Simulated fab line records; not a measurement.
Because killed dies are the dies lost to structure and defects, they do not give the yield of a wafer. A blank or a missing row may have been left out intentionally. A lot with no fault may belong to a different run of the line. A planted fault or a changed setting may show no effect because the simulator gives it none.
Split-lot study / flow n5-finfet / on a route of 1938 steps: 7 lots, 21 wafers read

## SPLIT DETAILS
At N5_BEOL_M8_COAT_05 (resist thk 90 nm), the setting spin-rpm was moved away from the recipe's 1500 rpm on 10 of the 21 wafers read, by -8.7% to +9.7%. For the rest of the wafers, this setting stayed at what the recipe calls for.

Reading taken at the split's own step.

## THE READING
CAR-ArF_of_BEOL_M8_COAT_05.thk-nm (the simulator's own value, which no gauge read), in nm, at N5_BEOL_M8_COAT_05 (resist thk 90 nm). The file gives no usual value for it. The 11 wafers here that ran the recipe average 89.9 nm, standard deviation 0.17 nm.

wafer=L074.2; tool, chamber at the split=litho-track-05, 0; spin-rpm as run, rpm=1500; against the recipe=recipe; CAR-ArF_of_BEOL_M8_COAT_05.thk-nm, nm=90.2; against lot-mates on the recipe=-
wafer=L074.3; tool, chamber at the split=litho-track-05, 0; spin-rpm as run, rpm=1646; against the recipe=+9.7%; CAR-ArF_of_BEOL_M8_COAT_05.thk-nm, nm=86; against lot-mates on the recipe=-4.2
wafer=L074.4; tool, chamber at the split=litho-track-05, 0; spin-rpm as run, rpm=1646; against the recipe=+9.7%; CAR-ArF_of_BEOL_M8_COAT_05.thk-nm, nm=86; against lot-mates on the recipe=-4.2
wafer=L076.1; tool, chamber at the split=litho-track-05, 0; spin-rpm as run, rpm=1412; against the recipe=-5.9%; CAR-ArF_of_BEOL_M8_COAT_05.thk-nm, nm=93.2; against lot-mates on the recipe=no lot-mate on the recipe
wafer=L076.2; tool, chamber at the split=litho-track-05, 0; spin-rpm as run, rpm=1412; against the recipe=-5.9%; CAR-ArF_of_BEOL_M8_COAT_05.thk-nm, nm=93; against lot-mates on the recipe=no lot-mate on the recipe
wafer=L076.4; tool, chamber at the split=litho-track-05, 0; spin-rpm as run, rpm=1412; against the recipe=-5.9%; CAR-ArF_of_BEOL_M8_COAT_05.thk-nm, nm=92.8; against lot-mates on the recipe=no lot-mate on the recipe
wafer=L081.1; tool, chamber at the split=litho-track-02, 0; spin-rpm as run, rpm=1500; against the recipe=recipe; CAR-ArF_of_BEOL_M8_COAT_05.thk-nm, nm=89.8; against lot-mates on the recipe=-
wafer=L081.4; tool, chamber at the split=litho-track-02, 0; spin-rpm as run, rpm=1500; against the recipe=recipe; CAR-ArF_of_BEOL_M8_COAT_05.thk-nm, nm=89.8; against lot-mates on the recipe=-
wafer=L081.2; tool, chamber at the split=litho-track-02, 0; spin-rpm as run, rpm=1500; against the recipe=recipe; CAR-ArF_of_BEOL_M8_COAT_05.thk-nm, nm=90.2; against lot-mates on the recipe=-
wafer=L083.3; tool, chamber at the split=litho-track-02, 0; spin-rpm as run, rpm=1500; against the recipe=recipe; CAR-ArF_of_BEOL_M8_COAT_05.thk-nm, nm=90; against lot-mates on the recipe=-
wafer=L083.4; tool, chamber at the split=litho-track-02, 0; spin-rpm as run, rpm=1370; against the recipe=-8.7%; CAR-ArF_of_BEOL_M8_COAT_05.thk-nm, nm=94.4; against lot-mates on the recipe=+4.5
wafer=L083.6; tool, chamber at the split=litho-track-02, 0; spin-rpm as run, rpm=1500; against the recipe=recipe; CAR-ArF_of_BEOL_M8_COAT_05.thk-nm, nm=89.8; against lot-mates on the recipe=-
wafer=L086.2; tool, chamber at the split=litho-track-05, 0; spin-rpm as run, rpm=1425; against the recipe=-5.0%; CAR-ArF_of_BEOL_M8_COAT_05.thk-nm, nm=92.4; against lot-mates on the recipe=+2.4
wafer=L086.4; tool, chamber at the split=litho-track-05, 0; spin-rpm as run, rpm=1425; against the recipe=-5.0%; CAR-ArF_of_BEOL_M8_COAT_05.thk-nm, nm=92.2; against lot-mates on the recipe=+2.2
wafer=L086.5; tool, chamber at the split=litho-track-05, 0; spin-rpm as run, rpm=1500; against the recipe=recipe; CAR-ArF_of_BEOL_M8_COAT_05.thk-nm, nm=90; against lot-mates on the recipe=-
wafer=L088.1; tool, chamber at the split=litho-track-02, 0; spin-rpm as run, rpm=1500; against the recipe=recipe; CAR-ArF_of_BEOL_M8_COAT_05.thk-nm, nm=90; against lot-mates on the recipe=-
wafer=L088.4; tool, chamber at the split=litho-track-02, 0; spin-rpm as run, rpm=1500; against the recipe=recipe; CAR-ArF_of_BEOL_M8_COAT_05.thk-nm, nm=90; against lot-mates on the recipe=-
wafer=L088.3; tool, chamber at the split=litho-track-02, 0; spin-rpm as run, rpm=1500; against the recipe=recipe; CAR-ArF_of_BEOL_M8_COAT_05.thk-nm, nm=89.6; against lot-mates on the recipe=-
wafer=L090.2; tool, chamber at the split=litho-track-02, 0; spin-rpm as run, rpm=1426; against the recipe=-4.9%; CAR-ArF_of_BEOL_M8_COAT_05.thk-nm, nm=92.2; against lot-mates on the recipe=+2.2
wafer=L090.3; tool, chamber at the split=litho-track-02, 0; spin-rpm as run, rpm=1500; against the recipe=recipe; CAR-ArF_of_BEOL_M8_COAT_05.thk-nm, nm=90; against lot-mates on the recipe=-
wafer=L090.5; tool, chamber at the split=litho-track-02, 0; spin-rpm as run, rpm=1426; against the recipe=-4.9%; CAR-ArF_of_BEOL_M8_COAT_05.thk-nm, nm=91.8; against lot-mates on the recipe=+1.8

THE FIT
A straight line over all 21 wafers: CAR-ArF_of_BEOL_M8_COAT_05.thk-nm changes by -0.45 nm for each +1% of spin-rpm; r = -0.99; the points scatter about the line by 0.28 nm.
The same after taking each lot's own level away (the mean of its wafers on the recipe; 18 wafers): -0.449 nm for each +1%; r = -0.99; scatter 0.23 nm.
The reading moves by 4.4 nm for the largest change in spin-rpm, on that fit.
The lots' own levels span 89.87 to 90.20 nm, that is 1.9 times the standard deviation above.
The two slopes are in agreement: the lot-to-lot level therefore moves the slope only a little.
Check: for one of the wafers moved furthest among these (+9.7%), held out of the fit, the line's prediction against its lot-mates is -4.41 nm. It came out at -4.2 nm against them.

## ADDITIONAL SPLITS CARRIED BY THESE WAFERS
These wafers also went through other splits before the reading. Each is held against what the fit with the lots' levels taken away leaves over:
other split on the same wafers=N5_BEOL_M6_TRENCH_ETCH_37 time-s; wafers away from the commonest value=7; r with CAR-ArF_of_BEOL_M8_COAT_05.thk-nm (lot level and that fit taken away)=+0.18
other split on the same wafers=N5_BEOL_M8_ILD_DEP_00 time-s; wafers away from the commonest value=6; r with CAR-ArF_of_BEOL_M8_COAT_05.thk-nm (lot level and that fit taken away)=+0.42

## FILE'S OWN FIT
CAR-ArF_of_BEOL_M8_COAT_05.thk-nm changes by -0.462 nm for each +1% of spin-rpm, r = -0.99.
